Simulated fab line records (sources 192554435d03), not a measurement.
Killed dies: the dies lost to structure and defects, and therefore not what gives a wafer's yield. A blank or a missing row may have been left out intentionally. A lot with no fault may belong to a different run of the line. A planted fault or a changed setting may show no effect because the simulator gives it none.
Chamber matching | flow n5_finfet | N5_MOL_CONTACT_COAG_ETCH_48 on rie_diel-05 has 4 sister chambers
The step etches SiOC in C4F6/O2, target depth 15 nm, overetch 4.5 nm, time 17 s. 20 wafers are shown with their chamber, then 10 later ones without.

WAFERS WITH THEIR CHAMBER
wafer  | chamber | drypump_motor_current_A (A) | rf_vpp_V (V) | throttle_valve_pct (%)
L074.1 | 2       | 5.7                         | 1572         | 40.88
L074.3 | 1       | 5.4                         | 1563         | 40.59
L074.5 | 3       | 6.6                         | 1585         | 40.60
L078.4 | 2       | 5.7                         | 1571         | 40.87
L078.5 | 3       | 6.6                         | 1585         | 40.60
L078.6 | 1       | 5.4                         | 1562         | 40.60
L079.1 | 2       | 5.8                         | 1573         | 40.87
L079.3 | 1       | 5.4                         | 1562         | 40.59
L079.4 | 3       | 6.6                         | 1585         | 40.61
L080.3 | 2       | 5.8                         | 1572         | 40.89
L080.4 | 3       | 6.6                         | 1584         | 40.62
L080.5 | 1       | 5.4                         | 1563         | 40.60
L083.2 | 0       | 6.3                         | 1624         | 40.61
L083.3 | 3       | 6.6                         | 1583         | 40.62
L083.4 | 2       | 5.8                         | 1573         | 40.89
L088.2 | 0       | 6.3                         | 1624         | 40.61
L088.5 | 1       | 5.4                         | 1587         | 40.46
L088.6 | 0       | 6.3                         | 1625         | 40.62
L091.1 | 1       | 5.4                         | 1587         | 40.43
L091.2 | 0       | 6.3                         | 1624         | 40.61

SIGNATURES (averages over the wafers above)
reading                 | chamber 0 | chamber 1 | chamber 2 | chamber 3 | scatter within a chamber
drypump_motor_current_A | 6.300     | 5.400     | 5.760     | 6.600     | 0.0274
rf_vpp_V                | 1624.25   | 1570.67   | 1572.20   | 1584.40   | 7.11
throttle_valve_pct      | 40.6125   | 40.5450   | 40.8800   | 40.6100   | 0.0443
Rule: a wafer's distance from a chamber is the root of the sum, over the readings, of the square of ((its reading less the chamber's mean) divided by the reading's scatter). If the next closest chamber is less than 2 further off than the closest, the wafer can't be placed; otherwise it belongs to the closest. The scatter: the root of (the sum of the squares of (reading less its chamber's mean) over the shown wafers, divided by (wafers less chambers)).

WAFERS WITH NO CHAMBER GIVEN
wafer  | drypump_motor_current_A (A) | rf_vpp_V (V) | throttle_valve_pct (%)
L091.3 | 5.8                         | 1572         | 40.86
L093.1 | 5.4                         | 1588         | 40.47
L093.4 | 6.6                         | 1583         | 40.61
L093.5 | 5.7                         | 1572         | 40.89
L094.1 | 6.6                         | 1581         | 40.64
L094.5 | 6.3                         | 1623         | 40.65
L094.6 | 5.4                         | 1588         | 40.45
L095.4 | 6.3                         | 1623         | 40.63
L095.5 | 6.6                         | 1584         | 40.64
L095.6 | 6.3                         | 1623         | 40.64

WHICH CHAMBER EACH WENT THROUGH
wafer  | from the rows above | in truth
L091.3 | 2                   | 2
L093.1 | 1                   | 1
L093.4 | 3                   | 3
L093.5 | 2                   | 2
L094.1 | 3                   | 3
L094.5 | 0                   | 0
L094.6 | 1                   | 1
L095.4 | 0                   | 0
L095.5 | 3                   | 3
L095.6 | 0                   | 0
Placed correctly: 10 of 10. Number that these rows cannot place: 0. 0 placed wrongly.
